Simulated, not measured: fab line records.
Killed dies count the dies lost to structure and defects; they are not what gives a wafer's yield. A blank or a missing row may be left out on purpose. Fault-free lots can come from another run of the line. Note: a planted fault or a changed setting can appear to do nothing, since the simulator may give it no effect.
Split-lot study || flow n5Finfet || 21 wafers read across 7 lots, on a route 1938 steps long

## ON THE SPLIT
At N5_BEOL_M0_SAQP_ILD_DEP_01 (deposits SiOC from DEMS/O2, target thk 45.419 nm, time 8.7 s), the setting timeS was moved away from the recipe's 8.7 s on 10 of the 21 wafers read, by -11.8% to +14.5%. This setting was run at the recipe's value on the other wafers.

Reading taken at the split's own step.

## THE READING
SiOC_of_BEOL_M0_SAQP_ILD_DEP_01.thkNm (the simulator's own value, which no gauge read), in nm, at N5_BEOL_M0_SAQP_ILD_DEP_01 (deposits SiOC from DEMS/O2, target thk 45.419 nm, time 8.7 s). No usual value for it is given in the file. Here, 11 wafers ran the recipe; their average is 45.5 nm with a standard deviation of 0.44 nm.

{"wafer": "L075.3", "tool, chamber at the split": "pecvd-04, 2,1", "timeS as run, s": 8.7, "against the recipe": "recipe", "SiOC_of_BEOL_M0_SAQP_ILD_DEP_01.thkNm, nm": 45.4, "against lot-mates on the recipe": "-"}
{"wafer": "L075.6", "tool, chamber at the split": "pecvd-04, 2,1", "timeS as run, s": 8.7, "against the recipe": "recipe", "SiOC_of_BEOL_M0_SAQP_ILD_DEP_01.thkNm, nm": 45.4, "against lot-mates on the recipe": "-"}
{"wafer": "L075.4", "tool, chamber at the split": "pecvd-04, 0", "timeS as run, s": 8.7, "against the recipe": "recipe", "SiOC_of_BEOL_M0_SAQP_ILD_DEP_01.thkNm, nm": 45.8, "against lot-mates on the recipe": "-"}
{"wafer": "L076.3", "tool, chamber at the split": "pecvd-02, 1", "timeS as run, s": 7.908, "against the recipe": "-9.1%", "SiOC_of_BEOL_M0_SAQP_ILD_DEP_01.thkNm, nm": 41.2, "against lot-mates on the recipe": -5.0}
{"wafer": "L076.5", "tool, chamber at the split": "pecvd-02, 0", "timeS as run, s": 8.7, "against the recipe": "recipe", "SiOC_of_BEOL_M0_SAQP_ILD_DEP_01.thkNm, nm": 46.2, "against lot-mates on the recipe": "-"}
{"wafer": "L076.6", "tool, chamber at the split": "pecvd-02, 1", "timeS as run, s": 7.908, "against the recipe": "-9.1%", "SiOC_of_BEOL_M0_SAQP_ILD_DEP_01.thkNm, nm": 41.8, "against lot-mates on the recipe": -4.4}
{"wafer": "L077.1", "tool, chamber at the split": "pecvd-03, 0", "timeS as run, s": 7.677, "against the recipe": "-11.8%", "SiOC_of_BEOL_M0_SAQP_ILD_DEP_01.thkNm, nm": 39.8, "against lot-mates on the recipe": -5.0}
{"wafer": "L077.2", "tool, chamber at the split": "pecvd-03, 1", "timeS as run, s": 7.677, "against the recipe": "-11.8%", "SiOC_of_BEOL_M0_SAQP_ILD_DEP_01.thkNm, nm": 40.6, "against lot-mates on the recipe": -4.2}
{"wafer": "L077.3", "tool, chamber at the split": "pecvd-03, 2", "timeS as run, s": 8.7, "against the recipe": "recipe", "SiOC_of_BEOL_M0_SAQP_ILD_DEP_01.thkNm, nm": 44.8, "against lot-mates on the recipe": "-"}
{"wafer": "L080.2", "tool, chamber at the split": "pecvd-02, 1", "timeS as run, s": 8.7, "against the recipe": "recipe", "SiOC_of_BEOL_M0_SAQP_ILD_DEP_01.thkNm, nm": 45.6, "against lot-mates on the recipe": "-"}
{"wafer": "L080.3", "tool, chamber at the split": "pecvd-02, 2", "timeS as run, s": 9.965, "against the recipe": "+14.5%", "SiOC_of_BEOL_M0_SAQP_ILD_DEP_01.thkNm, nm": 51.4, "against lot-mates on the recipe": "+5.8"}
{"wafer": "L080.5", "tool, chamber at the split": "pecvd-02, 1", "timeS as run, s": 9.965, "against the recipe": "+14.5%", "SiOC_of_BEOL_M0_SAQP_ILD_DEP_01.thkNm, nm": 52.6, "against lot-mates on the recipe": "+7.0"}
{"wafer": "L081.3", "tool, chamber at the split": "pecvd-04, 2,0", "timeS as run, s": 8.7, "against the recipe": "recipe", "SiOC_of_BEOL_M0_SAQP_ILD_DEP_01.thkNm, nm": 45.4, "against lot-mates on the recipe": "-"}
{"wafer": "L081.5", "tool, chamber at the split": "pecvd-04, 2,0", "timeS as run, s": 8.7, "against the recipe": "recipe", "SiOC_of_BEOL_M0_SAQP_ILD_DEP_01.thkNm, nm": 45.4, "against lot-mates on the recipe": "-"}
{"wafer": "L081.6", "tool, chamber at the split": "pecvd-04, 2", "timeS as run, s": 8.7, "against the recipe": "recipe", "SiOC_of_BEOL_M0_SAQP_ILD_DEP_01.thkNm, nm": 46, "against lot-mates on the recipe": "-"}
{"wafer": "L083.1", "tool, chamber at the split": "pecvd-02, 0,2", "timeS as run, s": 9.167, "against the recipe": "+5.4%", "SiOC_of_BEOL_M0_SAQP_ILD_DEP_01.thkNm, nm": 47.8, "against lot-mates on the recipe": "no lot-mate on the recipe"}
{"wafer": "L083.4", "tool, chamber at the split": "pecvd-02, 0,2", "timeS as run, s": 9.167, "against the recipe": "+5.4%", "SiOC_of_BEOL_M0_SAQP_ILD_DEP_01.thkNm, nm": 47.8, "against lot-mates on the recipe": "no lot-mate on the recipe"}
{"wafer": "L083.3", "tool, chamber at the split": "pecvd-02, 2", "timeS as run, s": 9.167, "against the recipe": "+5.4%", "SiOC_of_BEOL_M0_SAQP_ILD_DEP_01.thkNm, nm": 47, "against lot-mates on the recipe": "no lot-mate on the recipe"}
{"wafer": "L093.1", "tool, chamber at the split": "pecvd-03, 0", "timeS as run, s": 8.7, "against the recipe": "recipe", "SiOC_of_BEOL_M0_SAQP_ILD_DEP_01.thkNm, nm": 44.8, "against lot-mates on the recipe": "-"}
{"wafer": "L093.4", "tool, chamber at the split": "pecvd-03, 1", "timeS as run, s": 9.892, "against the recipe": "+13.7%", "SiOC_of_BEOL_M0_SAQP_ILD_DEP_01.thkNm, nm": 52, "against lot-mates on the recipe": "+6.6"}
{"wafer": "L093.5", "tool, chamber at the split": "pecvd-03, 1", "timeS as run, s": 8.7, "against the recipe": "recipe", "SiOC_of_BEOL_M0_SAQP_ILD_DEP_01.thkNm, nm": 46, "against lot-mates on the recipe": "-"}
When a row names more than one chamber, that row covers several wafers, and the file does not tell which wafer ran in which chamber.

FIT RESULTS
A straight line over all 21 wafers: SiOC_of_BEOL_M0_SAQP_ILD_DEP_01.thkNm changes by +0.446 nm for each +1% of timeS; r = +0.99; the points scatter about the line by 0.48 nm.
The same after taking each lot's own level away (the mean of its wafers on the recipe; 18 wafers): +0.447 nm for each +1%; r = +0.99; scatter 0.51 nm.
On that fit, the largest move of timeS shifts the reading by 6.5 nm.
Across the lots, their own levels run from 44.80 to 46.20 nm, a range of 3.2 times the standard deviation given above.
The two slopes are in agreement: the lot-to-lot level therefore moves the slope only a little.
Check: for one of the wafers moved furthest among these (+14.5%), held out of the fit, the line's prediction against its lot-mates is +6.76 nm. It came out at +5.8 nm against them.

## THE OTHER SPLITS THESE WAFERS WENT THROUGH
Before the reading, these wafers also passed through other splits. Each is held against what the fit with the lots' levels taken away leaves over:
{"other split on the same wafers": "N5_MOL_CONTACT_COAG_COAT_02 spinRpm", "wafers away from the commonest value": 5, "r with SiOC_of_BEOL_M0_SAQP_ILD_DEP_01.thkNm (lot level and that fit taken away)": "+0.22"}
{"other split on the same wafers": "N5_MOL_CONTACT_COAG_COAT_76 spinRpm", "wafers away from the commonest value": 12, "r with SiOC_of_BEOL_M0_SAQP_ILD_DEP_01.thkNm (lot level and that fit taken away)": -0.08}
{"other split on the same wafers": "N5_MOL_CONTACT_COAG_COAT_78 spinRpm", "wafers away from the commonest value": 10, "r with SiOC_of_BEOL_M0_SAQP_ILD_DEP_01.thkNm (lot level and that fit taken away)": "+0.23"}

## FILE'S OWN FIT
SiOC_of_BEOL_M0_SAQP_ILD_DEP_01.thkNm changes by +0.452 nm for each +1% of timeS, r = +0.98.
